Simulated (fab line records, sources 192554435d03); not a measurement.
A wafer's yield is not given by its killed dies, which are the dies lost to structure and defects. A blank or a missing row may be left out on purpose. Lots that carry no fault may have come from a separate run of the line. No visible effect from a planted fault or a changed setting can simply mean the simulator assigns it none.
fab line records | flow n5-finfet
record: lots: 7 | wafers: 21
route steps=1938 shown BEOL_M13@1662 BEOL_M14@1716 MIM_TOP_ETCH@1853 MIM_BOT_LITHO@1860 MIM_BOT_ETCH@1868
start-h: the number of hours between the record's first day and the start of the first shown wafer of the lot | wait-h: hours since the lot's step before | " identical to the entry in the row above | L1.1+2: a single row standing in for several wafers | - value missing, or start not given | * or withheld: withheld | < > ~ a bound
route shown NAME@n: NAME is a module with steps in the file, n the number in the route of the first one | usual: mean/standard deviation of fault-free wafers | same: alike in all rows | chamber/n: place in a boat | sites: the reading at each site | _std_site: their standard deviation | _edge_site: mean of outer sites minus mean of inner sites | radius-mm: how far each site lies from the wafer's centre | mask NAME#n: copy n | behind: the last tool/chamber to shape the wafer | hold: why the lot was held/for how many hours/how that ended | device: which transistor (n, p or np) failed to switch | end of line: the same wafers' tests at the end of the route | for a step that has no rows: nothing shown but its recipe | killed: dies that structure and defects cost at the first sort, which is not the same as the wafer's yield | map: dies across one wafer; x = killed, . = not, _ = none there
set.NAME: the setting that was run; set.NAME@STEP: the one run at that earlier step | model.NAME: the simulator's own value behind a step, which no gauge read
lots where settings were altered on purpose, with a table for each step and a row for each wafer
== steps ==
step: N5_BEOL_M13_COAT_04
recipe: spin-rpm: 1625 | resist-thk-nm: 400
lot.wafer | tool           | chamber | start-h | wait-h | set.spin-rpm | model.coat_of_BEOL_M13_COAT_04.thk-nm
L076.1    | litho-track-02 | 0       | -       | -      | 1446         | 424.2
L076.2    | "              | 0       | "       | "      | 1446         | 424
L076.6    | "              | 0       | "       | "      | 1625         | 401
L080.1    | litho-track-03 | 0       | -       | -      | 1625         | 399.8
L080.2    | "              | 0       | "       | "      | 1625         | 400.4
L080.5    | "              | 0       | "       | "      | 1625         | 401.6
L074.4    | litho-track-03 | 0       | -       | -      | 1625         | 401.2
L074.5    | "              | 0       | "       | "      | 1468         | 420.4
L074.6    | "              | 0       | "       | "      | 1625         | 399.8
L084.2    | litho-track-01 | 0       | -       | -      | 1625         | 400
L084.3    | "              | 0       | "       | "      | 1625         | 400.6
L084.6    | "              | 0       | "       | "      | 1625         | 399.8
L088.1    | litho-track-03 | 0       | -       | -      | 1737         | 387.6
L088.2+5  | "              | 0       | "       | "      | 1625         | 399.8
L093.1    | litho-track-01 | 0       | -       | -      | 1625         | 400
L093.3    | "              | 0       | "       | "      | 1514         | 414.6
L093.6    | "              | 0       | "       | "      | 1625         | 400.4
L097.1+6  | litho-track-03 | 0       | -       | -      | 1798         | 381
L097.2    | "              | 0       | "       | "      | 1798         | 380.6
step: N5_BEOL_M13_EBR_06
recipe: solvent: PGMEA | ebr-width-mm: 1.5
step: N5_BEOL_M13_SOFTBAKE_05
recipe: temp-c: 130 | time-s: 60
step: N5_BEOL_M13_DESCUM_15
recipe: chemistry: O2 | time-s: 7.9 | source-power-w: 50 | bias-power-w: 20 | pressure-mtorr: 20 | rf-frequency-hz: 2.712e+07 | temp-c: 40 | o2-flow-sccm: 225
step: N5_BEOL_M13_ETCH_59
recipe: chemistry: N2/H2 | target: BARC | target-depth-a: 890 | overetch-a: 267 | time-s: 67.9 | ion-energy-ev: 200 | pressure-mtorr: 30 | source-w: 840 | bias-w: 150 | n2-flow-sccm: 200 | h2-flow-sccm: 200
lot.wafer | tool        | chamber | start-h | wait-h | set.spin-rpm@BEOL_M13_COAT_58 | set.spin-rpm@BEOL_M13_COAT_04 | model.coat_of_BEOL_M13_COAT_04.thk-nm | model.etch.depth-nm
L076.1    | rie-diel-04 | 0       | 260.91  | 0.0    | 1500                          | 1446                          | 340.2                                 | 89.3
L076.2    | "           | 3       | "       | "      | 1647                          | 1446                          | 338.2                                 | 84.95
L076.6    | "           | 3       | "       | "      | 1500                          | 1625                          | 315.2                                 | 89.19
L080.1    | rie-diel-02 | 3       | 291.42  | 0.0    | 1376                          | 1625                          | 319                                   | 93.65
L080.2    | "           | 0       | "       | "      | 1500                          | 1625                          | 317.6                                 | 89.6
L080.5    | "           | 0       | "       | "      | 1376                          | 1625                          | 318.8                                 | 93.52
L074.4    | rie-diel-06 | 0       | 299.53  | 0.0    | 1500                          | 1625                          | 316.6                                 | 89.35
L074.5    | "           | 3       | "       | "      | 1566                          | 1468                          | 339.8                                 | 87.52
L074.6    | "           | 2       | "       | "      | 1500                          | 1625                          | 320.8                                 | 89.38
L084.2    | rie-diel-02 | 3       | 309.23  | 0.0    | 1500                          | 1625                          | 319                                   | 88.78
L084.3    | "           | 2       | "       | "      | 1500                          | 1625                          | 320.4                                 | 88.6
L084.6    | "           | 3       | "       | "      | 1500                          | 1625                          | 317.8                                 | 89.07
L088.1    | rie-diel-06 | 1       | 348.55  | 0.0    | 1500                          | 1737                          | 305.4                                 | 88.91
L088.2    | "           | 2       | "       | "      | 1613                          | 1625                          | 321.6                                 | 85.85
L088.5    | "           | 3       | "       | "      | 1613                          | 1625                          | 319.6                                 | 85.43
L093.1    | rie-diel-02 | 3       | 382.04  | 0.0    | 1500                          | 1625                          | 318.6                                 | 88.97
L093.3    | "           | 1       | "       | "      | 1500                          | 1514                          | 335.2                                 | 88.5
L093.6    | "           | 2       | "       | "      | 1500                          | 1625                          | 321                                   | 88.84
L097.1    | rie-diel-04 | 3       | 399.20  | 0.0    | 1500                          | 1798                          | 296.6                                 | 88.99
L097.2    | "           | 2       | "       | "      | 1583                          | 1798                          | 299.6                                 | 86.86
L097.6    | "           | 0       | "       | "      | 1583                          | 1798                          | 298                                   | 86.99
step: N5_BEOL_M13_VIA_ETCH_16
recipe: chemistry: C4F8/O2/Ar | target: SiOC | pressure-mtorr: 30 | source-w: 3000 | bias-w: 700 | Ar_flow_sccm: 400 | C4F8_flow_sccm: 15 | O2_flow_sccm: 8 | he-inner-torr: 15 | he-outer-torr: 30 | target-depth-a: 9217 | time-s: withheld | ion-energy-ev: 250 | ends: cleared
lot.wafer | tool        | chamber | start-h | wait-h | set.spin-rpm@BEOL_M13_COAT_04 | model.coat_of_BEOL_M13_COAT_04.thk-nm
L076.1    | rie-diel-04 | 0       | 260.96  | 0.0    | 1446                          | 95.8
L076.2    | "           | 3       | "       | "      | 1446                          | 92.8
L076.6    | "           | 3       | "       | "      | 1625                          | 67.4
L080.1+2  | rie-diel-02 | 3,0     | 291.47  | 0.0    | 1625                          | 69.4
L080.5    | "           | 0       | "       | "      | 1625                          | 67.8
L074.4    | rie-diel-06 | 0       | 299.59  | 0.0    | 1625                          | 69
L074.5    | "           | 3       | "       | "      | 1468                          | 90.8
L074.6    | "           | 2       | "       | "      | 1625                          | 71
L084.2    | rie-diel-02 | 3       | 309.28  | 0.0    | 1625                          | 70.8
L084.3    | "           | 2       | "       | "      | 1625                          | 72.2
L084.6    | "           | 3       | "       | "      | 1625                          | 66
L088.1    | rie-diel-06 | 1       | 348.60  | 0.0    | 1737                          | 57.6
L088.2    | "           | 2       | "       | "      | 1625                          | 72.6
L088.5    | "           | 3       | "       | "      | 1625                          | 65.2
L093.1    | rie-diel-02 | 3       | 382.09  | 0.0    | 1625                          | 66.4
L093.3    | "           | 1       | "       | "      | 1514                          | 85.8
L093.6    | "           | 2       | "       | "      | 1625                          | 67.2
L097.1    | rie-diel-04 | 3       | 399.25  | 0.0    | 1798                          | 52
L097.2    | "           | 2       | "       | "      | 1798                          | 51.6
L097.6    | "           | 0       | "       | "      | 1798                          | 44.8
step: N5_BEOL_M13_STRIP_63
recipe: chemistry: N2/H2 | power-w: 1000 | temp-c: 250 | h2-frac: 0.65 | overash-fraction: 0.3 | pressure-mtorr: 1000 | n2-flow-sccm: 1750 | h2-flow-sccm: 3250
usual: strip-time-to-endpoint-s: 27.7/1.1
lot.wafer | tool            | chamber | start-h | wait-h | set.spin-rpm@BEOL_M13_COAT_04 | strip-time-to-endpoint-s
L076.1    | plasma-asher-02 | 1       | 261.19  | -      | 1446                          | 35.1
L076.2    | "               | 0       | "       | "      | 1446                          | 34.2
L076.6    | "               | 1       | "       | "      | 1625                          | 26.9
L080.1    | plasma-asher-02 | 0       | 291.71  | -      | 1625                          | 27.5
L080.2    | "               | 1       | "       | "      | 1625                          | 27.5
L080.5    | "               | 1       | "       | "      | 1625                          | 27.0
L074.4    | plasma-asher-02 | 0       | 299.84  | -      | 1625                          | 27.4
L074.5    | "               | 0       | "       | "      | 1468                          | 33.6
L074.6    | "               | 1       | "       | "      | 1625                          | 28.0
L084.2    | plasma-asher-02 | 0       | 309.52  | -      | 1625                          | 27.9
L084.3    | "               | 1       | "       | "      | 1625                          | 28.3
L084.6    | "               | 0       | "       | "      | 1625                          | 26.5
L088.1    | plasma-asher-01 | 0       | 348.84  | -      | 1737                          | 23.9
L088.2    | "               | 1       | "       | "      | 1625                          | 28.4
L088.5    | "               | 1       | "       | "      | 1625                          | 26.2
L093.1    | plasma-asher-01 | 0       | 382.32  | -      | 1625                          | 26.6
L093.3    | "               | 0       | "       | "      | 1514                          | 32.2
L093.6    | "               | 0       | "       | "      | 1625                          | 26.8
L097.1    | plasma-asher-02 | 1       | 399.48  | -      | 1798                          | 22.2
L097.2    | "               | 0       | "       | "      | 1798                          | 22.1
L097.6    | "               | 1       | "       | "      | 1798                          | 19.9
step: N5_BEOL_M13_STRIP_64
recipe: chemistry: N2/H2 | power-w: 1000 | temp-c: 250 | h2-frac: 0.65 | overash-fraction: 0.3 | pressure-mtorr: withheld | n2-flow-sccm: 1750 | h2-flow-sccm: 3250
usual: strip-time-to-endpoint-s: 31.33/0.074
lot.wafer | tool            | chamber | start-h | wait-h | set.spin-rpm@BEOL_M13_COAT_58 | strip-time-to-endpoint-s
L076.1    | plasma-asher-02 | 1       | 261.25  | 0.0    | 1500                          | 31.41
L076.2    | "               | 0       | "       | "      | 1647                          | 30.15
L076.6    | "               | 1       | "       | "      | 1500                          | 31.36
L080.1    | plasma-asher-02 | 0       | 291.77  | 0.0    | 1376                          | 32.64
L080.2    | "               | 1       | "       | "      | 1500                          | 31.49
L080.5    | "               | 1       | "       | "      | 1376                          | 32.61
L074.4    | plasma-asher-02 | 0       | 299.90  | 0.0    | 1500                          | 31.42
L074.5    | "               | 0       | "       | "      | 1566                          | 30.88
L074.6    | "               | 1       | "       | "      | 1500                          | 31.42
L084.2    | plasma-asher-02 | 0       | 309.58  | 0.0    | 1500                          | 31.25
L084.3    | "               | 1       | "       | "      | 1500                          | 31.20
L084.6    | "               | 0       | "       | "      | 1500                          | 31.33
L088.1    | plasma-asher-01 | 0       | 348.90  | 0.0    | 1500                          | 31.30
L088.2    | "               | 1       | "       | "      | 1613                          | 30.40
L088.5    | "               | 1       | "       | "      | 1613                          | 30.28
L093.1    | plasma-asher-01 | 0       | 382.38  | 0.0    | 1500                          | 31.31
L093.3    | "               | 0       | "       | "      | 1500                          | 31.17
L093.6    | "               | 0       | "       | "      | 1500                          | 31.27
L097.1    | plasma-asher-02 | 1       | 399.54  | 0.0    | 1500                          | 31.31
L097.2    | "               | 0       | "       | "      | 1583                          | 30.70
L097.6    | "               | 1       | "       | "      | 1583                          | 30.72
step: N5_BEOL_M14_ILD_DEP_00
recipe: material: SiO2 | target-thk-a: 11193 | temp-c: 400 | precursor: TEOS/O2 | pressure-torr: 6.5 | rf-w: 900 | teos-flow-sccm: 161.4 | gas: O2 | flow-sccm: 2650 | time-s: 237.4
lot.wafer | tool     | chamber | start-h | wait-h | set.time-s | model.SiO2_of_BEOL_M14_ILD_DEP_00.thk-nm
L076.1    | pecvd-03 | 1       | 265.05  | 0.0    | 237.4      | 1098
L076.2    | "        | 0       | "       | "      | 214.8      | 994.2
L076.6    | "        | 0       | "       | "      | 214.8      | 1023
L080.1    | pecvd-01 | 0       | 302.17  | 0.0    | 237.4      | 1105
L080.2    | "        | 1       | "       | "      | 237.4      | 1117
L080.5    | "        | 1       | "       | "      | 237.4      | 1124
L074.4    | pecvd-03 | 1       | 303.55  | 0.1    | 268.3      | 1260
L074.5    | "        | 0       | "       | "      | 237.4      | 1129
L074.6    | "        | 2       | "       | "      | 237.4      | 1123
L084.2    | pecvd-04 | 2       | 313.13  | 0.0    | 237.4      | 1078
L084.3    | "        | 1       | "       | "      | 237.4      | 1082
L084.6    | "        | 0       | "       | "      | 237.4      | 1094
L088.1    | pecvd-03 | 1       | 354.89  | 0.0    | 237.4      | 1110
L088.2    | "        | 0       | "       | "      | 251.3      | 1184
L088.5    | "        | 0       | "       | "      | 237.4      | 1130
L093.1    | pecvd-04 | 2       | 390.12  | 0.0    | 256.6      | 1187
L093.3    | "        | 2       | "       | "      | 237.4      | 1116
L093.6    | "        | 2       | "       | "      | 256.6      | 1200
L097.1    | pecvd-01 | 2       | 406.83  | 0.0    | 262.9      | 1220
L097.2    | "        | 1       | "       | "      | 262.9      | 1206
L097.6    | "        | 0       | "       | "      | 237.4      | 1117
step: N5_BEOL_M14_THK_MEAS_01
recipe: reads: SiO2_of_BEOL_M14_ILD_DEP_00
usual: M14_ILD_THK: 1112/15
lot.wafer | tool          | chamber | start-h | wait-h | set.time-s@BEOL_M14_ILD_DEP_00 | M14_ILD_THK[nm]
L076.1    | film-metro-02 | -       | 265.31  | 0.2    | 237.4                          | 1098
L076.2    | "             | -       | "       | "      | 214.8                          | 994
L076.6    | "             | -       | "       | "      | 214.8                          | 1023
L080.1    | film-metro-01 | -       | 302.36  | 0.1    | 237.4                          | 1105
L080.2    | "             | -       | "       | "      | 237.4                          | 1117
L080.5    | "             | -       | "       | "      | 237.4                          | 1123
L074.4    | film-metro-01 | -       | 303.66  | 0.0    | 268.3                          | 1260
L074.5    | "             | -       | "       | "      | 237.4                          | 1128
L074.6    | "             | -       | "       | "      | 237.4                          | 1124
L084.2    | film-metro-02 | -       | 313.32  | 0.1    | 237.4                          | 1078
L084.3    | "             | -       | "       | "      | 237.4                          | 1082
L084.6    | "             | -       | "       | "      | 237.4                          | 1094
L088.1    | film-metro-02 | -       | 355.08  | 0.1    | 237.4                          | 1110
L088.2    | "             | -       | "       | "      | 251.3                          | 1184
L088.5    | "             | -       | "       | "      | 237.4                          | 1130
L093.1    | film-metro-02 | -       | 390.39  | 0.2    | 256.6                          | 1187
L093.3    | "             | -       | "       | "      | 237.4                          | 1116
L093.6    | "             | -       | "       | "      | 256.6                          | 1199
L097.1    | film-metro-01 | -       | 407.02  | 0.1    | 262.9                          | 1219
L097.2    | "             | -       | "       | "      | 262.9                          | 1207
L097.6    | "             | -       | "       | "      | 237.4                          | 1117
step: N5_BEOL_M14_EXPOSE_07
recipe: mask-id: V13 | na: 0.8 | source-shape: annular | sigma-inner: 0.5 | sigma-outer: 0.8 | polarization: unpolarized | attpsm-phase-deg: 180 | dose-mj: 57
lot.wafer  | tool           | chamber | start-h | wait-h | mask  | set.dose-mj
L076.1     | krf-scanner-02 | 0       | 265.45  | -      | V13#0 | 59.24
L076.2+6   | "              | 0       | "       | "      | V13#0 | 57
L080.1+2+5 | krf-scanner-02 | 0       | 302.61  | -      | V13#0 | 57
L074.4+5   | krf-scanner-01 | 0       | 303.94  | -      | V13#0 | 55.63
L074.6     | "              | 0       | "       | "      | V13#0 | 57
L084.2+3+6 | krf-scanner-02 | 0       | 313.46  | -      | V13#0 | 57
L088.1+5   | krf-scanner-02 | 0       | 355.21  | -      | V13#0 | 57
L088.2     | "              | 0       | "       | "      | V13#0 | 54.87
L093.1+3+6 | krf-scanner-01 | 0       | 390.52  | -      | V13#0 | 57
L097.1+6   | krf-scanner-01 | 0       | 407.28  | -      | V13#0 | 60.93
L097.2     | "              | 0       | "       | "      | V13#0 | 57
step: N5_BEOL_M14_PEB_08
recipe: peb-temp-c: 130 | peb-time-s: 90
step: N5_BEOL_M14_DEVELOP_09
recipe: develop-time-s: 45 | rinse-liquid: diw | dry: air-spin | dev-temp-c: 21
step: N5_BEOL_M14_HARDBAKE_14
recipe: temp-c: 130 | time-s: 120
step: N5_BEOL_M14_CD_MEAS_10
recipe: target-cd-nm: 250 | landing-energy-ev: 500 | detector: se-inlens | polarity: opening
usual: cd-nm: 250.4/1.6
lot.wafer | tool      | chamber | start-h | wait-h | set.dose-mj@BEOL_M14_EXPOSE_07 | cd-nm
L076.1    | cd-sem-02 | 0       | 265.62  | -      | 59.24                          | 256.3
L076.2    | "         | 0       | "       | "      | 57                             | 250.1
L076.6    | "         | 0       | "       | "      | 57                             | 251.6
L080.1    | cd-sem-01 | 0       | 302.79  | -      | 57                             | 250.2
L080.2    | "         | 0       | "       | "      | 57                             | 249.5
L080.5    | "         | 0       | "       | "      | 57                             | 250.8
L074.4    | cd-sem-03 | 0       | 304.10  | -      | 55.63                          | 244.2
L074.5    | "         | 0       | "       | "      | 55.63                          | 244.8
L074.6    | "         | 0       | "       | "      | 57                             | 251.3
L084.2    | cd-sem-02 | 0       | 313.63  | -      | 57                             | 250.2
L084.3    | "         | 0       | "       | "      | 57                             | 252.4
L084.6    | "         | 0       | "       | "      | 57                             | 252.1
L088.1    | cd-sem-02 | 0       | 355.39  | -      | 57                             | 252.3
L088.2    | "         | 0       | "       | "      | 54.87                          | 245.6
L088.5    | "         | 0       | "       | "      | 57                             | 248.9
L093.1    | cd-sem-02 | 0       | 390.70  | -      | 57                             | 250.9
L093.3    | "         | 0       | "       | "      | 57                             | 254.9
L093.6    | "         | 0       | "       | "      | 57                             | 252.1
L097.1    | cd-sem-01 | 0       | 407.45  | -      | 60.93                          | 260.4
L097.2    | "         | 0       | "       | "      | 57                             | 250.4
L097.6    | "         | 0       | "       | "      | 60.93                          | 262.7
step: N5_BEOL_M14_DESCUM_15
recipe: chemistry: O2 | time-s: 7.9 | source-power-w: 50 | bias-power-w: 20 | pressure-mtorr: 20 | rf-frequency-hz: 2.712e+07 | temp-c: 40 | o2-flow-sccm: 225
step: N5_BEOL_M14_ETCH_59
recipe: chemistry: N2/H2 | target: BARC | target-depth-a: 890 | overetch-a: 267 | time-s: 67.9 | ion-energy-ev: 200 | pressure-mtorr: 30 | source-w: 840 | bias-w: 150 | n2-flow-sccm: 200 | h2-flow-sccm: 200
step: N5_BEOL_M14_VIA_ETCH_16
recipe: chemistry: C4F8/O2/Ar | target: SiO2 | he-inner-torr: 15 | he-outer-torr: 30 | target-depth-a: 12313 | time-s: withheld | ion-energy-ev: 800 | pressure-mtorr: 20 | source-w: 1905 | bias-w: 2040 | Ar_flow_sccm: 400 | C4F8_flow_sccm: 16 | O2_flow_sccm: 12 | ends: cleared
lot.wafer | tool        | chamber | start-h | wait-h | set.time-s@BEOL_M14_ILD_DEP_00 | model.etch.depth-nm | model.coat_of_BEOL_M14_COAT_04.thk-nm
L076.1    | rie-diel-03 | 1       | 265.80  | 0.0    | *                              | 1098                | 454.6
L076.2    | "           | 3       | "       | "      | *                              | 994.2               | 477.6
L076.6    | "           | 1       | "       | "      | *                              | 1023                | 473.2
L080.1    | rie-diel-01 | 2       | 302.96  | 0.0    | *                              | 1105                | 454
L080.2    | "           | 1       | "       | "      | *                              | 1117                | 448.4
L080.5    | "           | 3       | "       | "      | *                              | 1124                | 455
L074.4    | rie-diel-03 | 1       | 304.59  | 0.0    | *                              | 1260                | 419.8
L074.5    | "           | 2       | "       | "      | *                              | 1129                | 454.8
L074.6    | "           | 1       | "       | "      | *                              | 1123                | 452.6
L084.2    | rie-diel-01 | 0       | 313.92  | 0.0    | *                              | 1078                | 463.6
L084.3    | "           | 3       | "       | "      | *                              | 1082                | 462.2
L084.6    | "           | 3       | "       | "      | *                              | 1094                | 461
L088.1    | rie-diel-03 | 2       | 355.57  | 0.0    | *                              | 1110                | 459
L088.2    | "           | 3       | "       | "      | *                              | 1184                | 434
L088.5    | "           | 2       | "       | "      | *                              | 1130                | 454.2
L093.1    | rie-diel-05 | 0       | 391.04  | 0.0    | *                              | 1187                | 439.2
L093.3    | "           | 2       | "       | "      | *                              | 1116                | 452.6
L093.6    | "           | 0       | "       | "      | *                              | 1200                | 438
L097.1    | rie-diel-03 | 1       | 407.63  | 0.0    | *                              | 1220                | 430.8
L097.2    | "           | 0       | "       | "      | *                              | 1206                | 433.8
L097.6    | "           | 3       | "       | "      | *                              | 1117                | 449
step: N5_BEOL_M14_STRIP_63
recipe: chemistry: O2 | power-w: 600 | temp-c: 60 | pressure-mtorr: 30 | rf-frequency-hz: 6e+07 | bias-power-w: 0 | overash-fraction: 0.3 | o2-flow-sccm: 225
step: N5_BEOL_M14_STRIP_64
recipe: chemistry: O2 | power-w: 600 | temp-c: 60 | pressure-mtorr: 30 | rf-frequency-hz: 6e+07 | bias-power-w: 0 | overash-fraction: 0.3 | o2-flow-sccm: 225
step: N5_BEOL_M14_STRIP_71
recipe: chemistry: post-etch-residue-remover | time-s: 60 | temp-c: 25 | remover-ph: withheld | remover-water-wt-pct: withheld | remover-fluoride-wt-pct: withheld
step: N5_BEOL_M14_SRD_72
recipe: time-s: 30 | temp-c: 23 | rinse-liquid: diw | dry: n2-spin | spin-rpm: 1500 | dry-time-s: 30
step: N5_BEOL_M14_CD_MEAS_17
recipe: target-cd-nm: 250 | polarity: opening
usual: cd-nm: 250.8/1.8
lot.wafer | tool      | chamber | start-h | wait-h | set.dose-mj@BEOL_M14_EXPOSE_07 | cd-nm
L076.1    | cd-sem-01 | -       | 266.14  | 0.0    | 59.24                          | 258.1
L076.2    | "         | -       | "       | "      | 57                             | 249.6
L076.6    | "         | -       | "       | "      | 57                             | 252.7
L080.1    | cd-sem-02 | -       | 303.31  | 0.0    | 57                             | 251.6
L080.2    | "         | -       | "       | "      | 57                             | 249.8
L080.5    | "         | -       | "       | "      | 57                             | 251.5
L074.4    | cd-sem-02 | -       | 304.94  | 0.0    | 55.63                          | 246.6
L074.5    | "         | -       | "       | "      | 55.63                          | 243.9
L074.6    | "         | -       | "       | "      | 57                             | 252.5
L084.2    | cd-sem-03 | -       | 314.27  | 0.0    | 57                             | 250.8
L084.3    | "         | -       | "       | "      | 57                             | 252.7
L084.6    | "         | -       | "       | "      | 57                             | 253.3
L088.1    | cd-sem-01 | -       | 355.91  | 0.0    | 57                             | 252.5
L088.2    | "         | -       | "       | "      | 54.87                          | 246.5
L088.5    | "         | -       | "       | "      | 57                             | 250.0
L093.1    | cd-sem-02 | -       | 391.39  | 0.0    | 57                             | 253.7
L093.3    | "         | -       | "       | "      | 57                             | 256.1
L093.6    | "         | -       | "       | "      | 57                             | 253.9
L097.1    | cd-sem-01 | -       | 407.98  | 0.0    | 60.93                          | 261.1
L097.2    | "         | -       | "       | "      | 57                             | 251.5
L097.6    | "         | -       | "       | "      | 60.93                          | 261.2
step: N5_MIM_TOP_ETCH_PECVD_03
recipe: material: SiNx | target-thk-a: 200 | temp-c: 400 | precursor: SiH4/NH3/N2 | pressure-torr: 1.5 | rf-w: 300 | time-s: 17.6
lot.wafer | tool     | chamber | start-h | wait-h | set.time-s | model.SiNx_of_MIM_TOP_ETCH_PECVD_03.thk-nm
L076.1    | pecvd-02 | 2       | 279.03  | -      | 19.76      | 22
L076.2+6  | "        | 1,0     | "       | "      | 17.6       | 20
L080.1    | pecvd-01 | 0       | 318.74  | -      | 17.6       | 19.6
L080.2    | "        | 1       | "       | "      | 17.6       | 19.8
L080.5    | "        | 0       | "       | "      | 17.6       | 20.2
L074.4    | pecvd-01 | 0       | 322.98  | -      | 18.61      | 21.6
L074.5    | "        | 1       | "       | "      | 17.6       | 20.4
L074.6    | "        | 2       | "       | "      | 18.61      | 21.8
L084.2    | pecvd-02 | 2       | 327.65  | -      | 17.6       | 19.4
L084.3+6  | "        | 1,2     | "       | "      | 17.6       | 19.6
L088.1    | pecvd-01 | 0       | 372.87  | -      | 17.6       | 20.2
L088.2    | "        | 1       | "       | "      | 17.6       | 19.8
L088.5    | "        | 2       | "       | "      | 17.6       | 20.4
L093.1    | pecvd-01 | 1       | 406.63  | -      | 16.23      | 18.2
L093.3    | "        | 2       | "       | "      | 17.6       | 19.8
L093.6    | "        | 0       | "       | "      | 17.6       | 20
L097.1    | pecvd-01 | 2       | 424.27  | -      | 17.6       | 20.2
L097.2    | "        | 0       | "       | "      | 17.6       | 19.4
L097.6    | "        | 0       | "       | "      | 20.07      | 23
step: N5_MIM_BOT_LITHO_DEVELOP_07
recipe: develop-time-s: 60 | rinse-liquid: diw | dry: air-spin | dev-temp-c: 21
lot.wafer  | tool           | chamber | start-h | wait-h | set.develop-time-s
L076.1+2   | litho-track-05 | 0       | -       | -      | 60
L076.6     | "              | 0       | "       | "      | 47.21
L080.1+2+5 | litho-track-05 | 0       | -       | -      | 51.74
L074.4+5   | litho-track-05 | 0       | -       | -      | 47.29
L074.6     | "              | 0       | "       | "      | 60
L084.2+3+6 | litho-track-05 | 0       | -       | -      | 60
L088.1     | litho-track-03 | 0       | -       | -      | 60
L088.2+5   | "              | 0       | "       | "      | 63.82
L093.1+3   | litho-track-04 | 0       | -       | -      | 69.97
L093.6     | "              | 0       | "       | "      | 60
L097.1+2+6 | litho-track-04 | 0       | -       | -      | 60
step: N5_MIM_BOT_LITHO_HARDBAKE_09
recipe: temp-c: 130 | time-s: 120
step: N5_MIM_BOT_ETCH_ETCH_00
recipe: chemistry: Cl2/BCl3 | target: TiN | target-depth-a: 455 | ion-energy-ev: 150 | pressure-mtorr: 10 | icp-w: 1000 | bias-w: 126 | Cl2_flow_sccm: 53.25 | bcl3-flow-sccm: 21.75 | Ar_flow_sccm: 25
step: N5_MIM_BOT_ETCH_STRIP_01
recipe: chemistry: O2 | power-w: 600 | temp-c: 60 | pressure-mtorr: 30 | rf-frequency-hz: 6e+07 | bias-power-w: 0 | overash-fraction: 0.5 | o2-flow-sccm: 225
step: N5_MIM_BOT_ETCH_STRIP_02
recipe: chemistry: post-etch-residue-remover | time-s: 1200 | temp-c: 72.5
lot.wafer | tool         | chamber | start-h | wait-h | set.time-s@MIM_TOP_ETCH_PECVD_03 | model.SiNx_of_MIM_TOP_ETCH_PECVD_03.thk-nm
L076.1    | wet-bench-02 | 2       | 279.92  | -      | 19.76                            | 21.8
L076.2+6  | "            | 0,1     | "       | "      | 17.6                             | 19.6
L080.1+2  | wet-bench-02 | 0,5     | 319.75  | -      | 17.6                             | 19.4
L080.5    | "            | 1       | "       | "      | 17.6                             | 19.8
L074.4+6  | wet-bench-01 | 5,3     | 323.86  | -      | 18.61                            | 21.4
L074.5    | "            | 6       | "       | "      | 17.6                             | 20
L084.2    | wet-bench-06 | 3       | 328.55  | -      | 17.6                             | 19
L084.3+6  | "            | 7,4     | "       | "      | 17.6                             | 19.2
L088.1    | wet-bench-06 | 0       | 374.16  | -      | 17.6                             | 19.8
L088.2    | "            | 5       | "       | "      | 17.6                             | 19.4
L088.5    | "            | 7       | "       | "      | 17.6                             | 20
L093.1    | wet-bench-06 | 4       | 407.65  | -      | 16.23                            | 18
L093.3+6  | "            | 1,5     | "       | "      | 17.6                             | 19.6
L097.1    | wet-bench-01 | 3       | 425.28  | -      | 17.6                             | 19.8
L097.2    | "            | 1       | "       | "      | 17.6                             | 19.2
L097.6    | "            | 2       | "       | "      | 20.07                            | 22.6
== key ==
split: step: N5_BEOL_M13_COAT_04 | setting: spin-rpm | stated: 1625 | by: wafer
response: step: N5_BEOL_M13_COAT_04 | reading: model.coat_of_BEOL_M13_COAT_04.thk-nm | change: -2.04 | per: 1% | r: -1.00
response: step: N5_BEOL_M13_ETCH_59 | reading: model.coat_of_BEOL_M13_COAT_04.thk-nm | change: -2.2 | per: 1% | r: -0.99
response: step: N5_BEOL_M13_VIA_ETCH_16 | reading: model.coat_of_BEOL_M13_COAT_04.thk-nm | change: -2.28 | per: 1% | r: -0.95
response: step: N5_BEOL_M13_STRIP_63 | reading: strip-time-to-endpoint-s | change: * | per: 1% | r: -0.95
split: step: N5_BEOL_M14_ILD_DEP_00 | setting: time-s | stated: 237.4 | by: wafer
response: step: N5_BEOL_M14_ILD_DEP_00 | reading: model.SiO2_of_BEOL_M14_ILD_DEP_00.thk-nm | change: +9.74 | per: 1% | r: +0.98
response: step: N5_BEOL_M14_THK_MEAS_01 | reading: M14_ILD_THK | change: +9.74 | per: 1% | r: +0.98
response: step: N5_BEOL_M14_VIA_ETCH_16 | reading: model.etch.depth-nm | change: +9.74 | per: 1% | r: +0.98
response: step: N5_BEOL_M14_VIA_ETCH_16 | reading: model.coat_of_BEOL_M14_COAT_04.thk-nm | change: -2.24 | per: 1% | r: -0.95
split: step: N5_BEOL_M14_EXPOSE_07 | setting: dose-mj | stated: 57 | by: wafer
response: step: N5_BEOL_M14_CD_MEAS_10 | reading: cd-nm | change: +1.6 | per: 1% | r: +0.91
response: step: N5_BEOL_M14_CD_MEAS_17 | reading: cd-nm | change: +1.56 | per: 1% | r: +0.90
split: step: N5_MIM_TOP_ETCH_PECVD_03 | setting: time-s | stated: 17.6 | by: wafer
response: step: N5_MIM_TOP_ETCH_PECVD_03 | reading: model.SiNx_of_MIM_TOP_ETCH_PECVD_03.thk-nm | change: +0.204 | per: 1% | r: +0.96
response: step: N5_MIM_BOT_ETCH_STRIP_02 | reading: model.SiNx_of_MIM_TOP_ETCH_PECVD_03.thk-nm | change: +0.206 | per: 1% | r: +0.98
split: step: N5_MIM_BOT_LITHO_DEVELOP_07 | setting: develop-time-s | stated: 60 | by: wafer
response none clear
split outside-this-file step=N5_BEOL_M13_COAT_58 setting=spin-rpm
split outside-this-file: this setting was split too, and the file shows its column; the key of that split is in another file
